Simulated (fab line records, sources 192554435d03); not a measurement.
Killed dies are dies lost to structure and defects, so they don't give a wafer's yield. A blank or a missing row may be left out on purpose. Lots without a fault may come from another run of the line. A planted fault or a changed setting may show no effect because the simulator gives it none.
Chamber matching | flow n5_finfet | N5_BEOL_M6_DESCUM_16 on rie_diel-01: 4 sister chambers
The step chemistry O2, time 7.9 s. 4 wafers are shown with their chamber, then 8 later ones without.

WAFERS WITH THEIR CHAMBER
wafer  | chamber | throttle_valve_pct (%)
L082.6 | 2       | 20.08
L090.2 | 0       | 20.29
L090.5 | 1       | 20.74
L092.1 | 3       | 20.92

WAFERS WITHOUT THEIR CHAMBER
wafer  | throttle_valve_pct (%)
L092.3 | 20.28
L092.6 | 20.92
L097.1 | 20.76
L097.2 | 20.94
L097.3 | 20.12
L097.4 | 20.96
L097.5 | 20.76
L097.6 | 20.12

WHICH CHAMBER EACH WENT THROUGH
wafer  | from the rows above | in truth
L092.3 | 0                   | 0
L092.6 | 3                   | 3
L097.1 | 1                   | 1
L097.2 | 3                   | 3
L097.3 | 2                   | 2
L097.4 | 3                   | 3
L097.5 | 1                   | 1
L097.6 | 2                   | 2
Placed correctly: 8 of 8. Can't be placed from these rows: 0. Placed wrongly: 0.
How it was worked out, from the rows above alone: a wafer's distance from a chamber is the root of the sum, over the readings, of the square of ((its reading less the chamber's mean) divided by the reading's scatter). The wafer belongs to the nearest chamber; if the next one is less than 2 further off, it can't be placed. A chamber's mean is the mean of its shown wafers. The scatter: with one shown wafer a chamber, the root of the mean of the squares of how far each hidden wafer lies from its nearest shown one.
